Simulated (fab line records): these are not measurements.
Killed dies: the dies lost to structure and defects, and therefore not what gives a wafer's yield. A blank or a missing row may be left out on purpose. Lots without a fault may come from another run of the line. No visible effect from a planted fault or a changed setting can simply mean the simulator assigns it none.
Problem report, 8D (eight disciplines) form, completed by code :: flow n5 finfet :: the parts of the form that need people (team, actions taken, sign-off) are left out

1. WHAT IS WRONG
Mean M4_ILD_THK at N5_BEOL_M4_THK_MEAS_01: 68.5 nm over 2 wafers in 2 lots; fault-free wafers: 78.7 nm, standard deviation 1. That puts it -10 standard deviations away from the usual mean.
Seen first at day 12 09:59 on film metro-01, wafer L765.1. Wafers with a number at this step in the record: 26, from 10 lots. Rule for "out", or "out of limits": more than 4 standard deviations from the usual mean. Any other wafer with a number is counted as sound.

2. WHAT IT IS; WHAT IT IS NOT
question: which readings at this step
is: M4_ILD_THK
is not: -

question: which lots
is: L765, L767
is not: L749, L750, L751, L752, L753, L756, L758, L769

question: which wafers of those lots
is: L765.1, L767.3
is not: L765.6, L767.2

question: read on which gauges
is: film metro-01
is not: film metro-02

question: when
is: from day 12 09:59
is not: up to then (21 sound wafers); but 3 sound wafers of L767, L769 came after

3. WHAT RULES OUT EACH SUSPECT
Counting: if a tool at a process step up to the reading ran every lot that is out, it stays a suspect. Sound lots after the first of them don't rule it out here, since some wafers of a struck lot are sound.
- the gauge at N5_BEOL_M4_THK_MEAS_01: kept. All the wafers that are out were read on film metro-01, and no step on other tools shows them out.
- pecvd-03 at N5_BEOL_M4_ILD_DEP_00 (deposits SiOC from DEMS/O2, target thk 79 nm, time 15.3 s): kept. It processed each lot that is out (first: L765, day 12 09:55); up to then, its last sound lot is L756 (day 10 10:17).
- Within pecvd-03 at N5_BEOL_M4_ILD_DEP_00: the wafers that are out ran in chamber 1; their sound lot-mates ran in chamber 0.
After counting, pecvd-03 at N5_BEOL_M4_ILD_DEP_00 and film metro-01 at N5_BEOL_M4_THK_MEAS_01 remain.

4. THE CAUSE (what the simulator had put in)
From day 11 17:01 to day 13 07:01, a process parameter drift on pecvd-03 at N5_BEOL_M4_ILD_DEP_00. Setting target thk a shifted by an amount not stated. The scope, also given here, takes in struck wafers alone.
Counting left 2 suspects, and this tool is among them.

5. THE CHAIN OF EFFECTS, in route order
One row per reading whose mean, taken over the struck wafers that have a number, lies over 3 standard deviations from the usual. Scope: only readings with a usual standard deviation given in the record; hours: median across lots of the time from each lot's start at the first step in this table that gives one to its start at this step; sigmas: change in usual standard deviations.
hours: 0
step: N5_BEOL_M4_THK_MEAS_01
reading: M4_ILD_THK
usual: 78.7 nm
on struck wafers: 68.5
change: -10.2
sigmas: -10
At these later measuring or inspecting steps, every struck wafer for which the step has a row has a number for every such reading, and none has moved that far: N5_BEOL_M4_RC_MEAS_101.

6. HOW IT WOULD HAVE BEEN CAUGHT EARLIER
In this record the first reading out of limits at a measuring or inspecting step was taken at day 12 09:59, 17 hours after the fault began at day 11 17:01.
Tool readings at N5_BEOL_M4_ILD_DEP_00 with a usual standard deviation given in the record: none out on any struck wafer, hence no alarm at a limit of 4 standard deviations on them.
L767, from the lots that are out (2), started N5_BEOL_M4_ILD_DEP_00 on pecvd-03 later than day 12 09:59. A hold on the tool at that time would have spared it.
